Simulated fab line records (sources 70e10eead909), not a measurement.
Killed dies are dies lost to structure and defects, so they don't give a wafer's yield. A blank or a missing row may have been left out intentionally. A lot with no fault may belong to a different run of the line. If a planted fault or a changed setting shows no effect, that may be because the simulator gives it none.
Which tool did it?    flow nand-harc    12 lots, 36 wafers sampled, at 6 steps of a route of 1302

## WHAT THE GAUGES SHOWED, per wafer
NHARC_P_GATE_CD_MEAS_46 targets a cd of 720 nm.
lot   measured      on         cd-nm (nm)
L126  day 5 18:51   cd-sem-03  723.1 724.2 723.5
L127  day 6 10:17   cd-sem-02  721.2 719.8 720.6
L131  day 8 03:07   cd-sem-03  718.9 717.8 719.5
L132  day 8 11:02   cd-sem-02  720.3 720.3 719.5
L134  day 9 14:26   cd-sem-02  719.8 719.8 720.6
L135  day 9 16:31   cd-sem-03  719.0 718.1 719.0
L136  day 10 11:27  cd-sem-03  620.7 620.7 623.7
L138  day 11 11:04  cd-sem-01  716.3 717.9 718.4
L145  day 13 21:27  cd-sem-03  719.5 719.3 719.1
L146  day 14 08:08  cd-sem-01  721.6 721.3 721.7
L147  day 14 14:52  cd-sem-03  718.2 721.1 718.0
L148  day 15 00:46  cd-sem-02  722.9 723.3 723.1

NHARC_END_SORT_01.
lot   measured      on         killed-at-array  killed-at-other  killed-at-periphery  killed-dies  killed-open  killed-short
L136  day 29 07:24  prober-01  19 14 28         2 0 3            71 86 70             92 100 101   3 1 4        6 0 3

## WHICH TOOL RAN EACH LOT (tool, then ch and the chambers of the sampled wafers, then the start)
lot   NHARC_P_GATE_ETCH_32              NHARC_P_GATE_EXPOSE_43             NHARC_P_GATE_STRIP_111                NHARC_P_GATE_STRIP_76
L126  rie-si-01 ch 0,1,3, day 5 05:33   krf-scanner-04 ch 0, day 5 18:42   plasma-asher-01 ch 0,1, day 5 19:23   plasma-asher-02 ch 0,1, day 8 03:03
L127  rie-si-04 ch 1,2, day 5 20:48     krf-scanner-04 ch 0, day 6 10:07   plasma-asher-02 ch 0,1, day 6 10:49   plasma-asher-02 ch 0,1, day 6 12:50
L131  rie-si-04 ch 1,2,3, day 7 13:38   krf-scanner-03 ch 0, day 8 02:58   plasma-asher-02 ch 0,1, day 8 03:52   plasma-asher-02 ch 0,1, day 8 05:50
L132  rie-si-03 ch 0,2,3, day 7 23:48   krf-scanner-04 ch 0, day 8 10:53   plasma-asher-01 ch 0,1, day 8 11:37   plasma-asher-01 ch 0, day 8 13:36
L134  rie-si-04 ch 0,1,2, day 9 03:00   krf-scanner-03 ch 0, day 9 14:17   plasma-asher-02 ch 0,1, day 9 14:58   plasma-asher-02 ch 0,1, day 9 17:00
L135  rie-si-04 ch 2,3, day 9 05:22     krf-scanner-03 ch 0, day 9 16:21   plasma-asher-01 ch 0,1, day 9 17:02   plasma-asher-01 ch 0,1, day 9 19:04
L136  rie-si-01 ch 0,1,3, day 10 00:07  krf-scanner-01 ch 0, day 10 11:17  plasma-asher-01 ch 0,1, day 10 12:02  plasma-asher-02 ch 0, day 10 14:01
L138  rie-si-04 ch 0,1,2, day 10 23:41  krf-scanner-04 ch 0, day 11 10:54  plasma-asher-01 ch 0,1, day 11 11:38  plasma-asher-01 ch 0,1, day 11 13:46
L145  rie-si-03 ch 1,3, day 13 10:09    krf-scanner-03 ch 0, day 13 21:18  plasma-asher-01 ch 0,1, day 13 22:04  plasma-asher-02 ch 0, day 13 23:56
L146  rie-si-01 ch 2,3, day 13 20:44    krf-scanner-01 ch 0, day 14 07:58  plasma-asher-02 ch 0,1, day 14 08:43  plasma-asher-01 ch 0,1, day 14 10:40
L147  rie-si-03 ch 2,3, day 14 03:31    krf-scanner-04 ch 0, day 14 14:43  plasma-asher-02 ch 0,1, day 14 15:31  plasma-asher-01 ch 0,1, day 14 17:22
L148  rie-si-04 ch 0,2, day 14 13:25    krf-scanner-01 ch 0, day 15 00:36  plasma-asher-01 ch 0,1, day 15 01:20  plasma-asher-01 ch 0,1, day 15 03:11
- NHARC_P_GATE_ETCH_32: etches the open film in HBr/Cl2, target depth 150 nm, time 100.1 s.
- NHARC_P_GATE_EXPOSE_43: exposes mask P NSD, target cd 720 nm.
- NHARC_P_GATE_STRIP_111: strips in N2/H2, time 250 s.
- NHARC_P_GATE_STRIP_76: strips in O2.

## WHAT THE TOOLS THEMSELVES READ (means of the sampled wafers that have a number; where no wafer has one, the mark that the record gives instead)
NHARC_P_GATE_ETCH_32.
lot   tool       drypump-motor-current-A (A)  oes-product-au (a.u.)  throttle-valve-pct (%)
L126  rie-si-01  6.1                          1.009                  26.403
L127  rie-si-04  6.1                          1.007                  26.405
L131  rie-si-04  6.0                          0.999                  26.402
L132  rie-si-03  5.9                          1.010                  26.401
L134  rie-si-04  5.9                          0.991                  26.407
L135  rie-si-04  5.8                          0.990                  26.400
L136  rie-si-01  6.1                          0.999                  26.404
L138  rie-si-04  5.9                          1.004                  26.408
L145  rie-si-03  6.2                          1.001                  26.404
L146  rie-si-01  6.4                          1.002                  26.403
L147  rie-si-03  6.1                          0.999                  26.406
L148  rie-si-04  5.6                          0.987                  26.402

NHARC_P_GATE_EXPOSE_43.
lot   tool            reticle-temp-C (C)  stage-vel-mm-s (mm/s)
L126  krf-scanner-04  23.09               499.95
L127  krf-scanner-04  23.05               499.96
L131  krf-scanner-03  23.04               500.23
L132  krf-scanner-04  22.95               499.95
L134  krf-scanner-03  22.96               500.23
L135  krf-scanner-03  22.96               499.93
L136  krf-scanner-01  22.97               499.45
L138  krf-scanner-04  23.08               499.81
L145  krf-scanner-03  22.87               499.75
L146  krf-scanner-01  23.12               499.98
L147  krf-scanner-04  22.83               499.81
L148  krf-scanner-01  23.02               499.84

NHARC_P_GATE_STRIP_111.
lot   tool             drypump-motor-current-A (A)  heater-power-w (W)
L126  plasma-asher-01  6.0                          88
L127  plasma-asher-02  5.7                          97
L131  plasma-asher-02  5.5                          94
L132  plasma-asher-01  5.9                          88
L134  plasma-asher-02  5.4                          95
L135  plasma-asher-01  5.9                          87
L136  plasma-asher-01  5.7                          92
L138  plasma-asher-01  5.9                          88
L145  plasma-asher-01  6.0                          87
L146  plasma-asher-02  5.4                          95
L147  plasma-asher-02  5.4                          93
L148  plasma-asher-01  5.9                          88

NHARC_P_GATE_STRIP_76.
lot   tool             drypump-motor-current-A (A)  heater-power-w (W)
L126  plasma-asher-02  5.5                          351
L127  plasma-asher-02  5.7                          350
L131  plasma-asher-02  5.4                          349
L132  plasma-asher-01  6.1                          314
L134  plasma-asher-02  5.4                          352
L135  plasma-asher-01  5.7                          349
L136  plasma-asher-02  5.2                          352
L138  plasma-asher-01  5.9                          329
L145  plasma-asher-02  5.2                          347
L146  plasma-asher-01  5.7                          336
L147  plasma-asher-01  5.7                          346
L148  plasma-asher-01  5.7                          342

## THE ANSWER, worked out from the rows above alone
Rule: what is usual is taken from the lots themselves. Put in order of their means at a reading, lots are off if they are a third of the lots or fewer, leave a main group of 4 or more, and stand apart from it by a gap of 3 or more times the standard deviation of the main group's means; of several such gaps the widest counts. A main group is skipped when, at the precision printed for the reading in the tables above, its means are all equal. A lot without any number at a reading at which 4 lots or more have one is off too. Any other lot the step has rows for is counted as sound. After the gauges, taken in route order, come the tools' own readings; for these a lot's mean is taken, as printed above. The first step at which some lot is off is used, and at that step the reading that is off furthest; a lot without a number counts as furthest.
Off: L136, at NHARC_P_GATE_CD_MEAS_46 (cd-nm). The main group: mean 720.2 nm, standard deviation 1.8.
A tool fits if, at a process step before that reading, it ran every lot that is off, and no sound lot after the first of them. Gauges at NHARC_P_GATE_CD_MEAS_46: tried the same way as those tools. Not one of the candidates tried fits.

## WHAT THE SIMULATOR HAD INSERTED
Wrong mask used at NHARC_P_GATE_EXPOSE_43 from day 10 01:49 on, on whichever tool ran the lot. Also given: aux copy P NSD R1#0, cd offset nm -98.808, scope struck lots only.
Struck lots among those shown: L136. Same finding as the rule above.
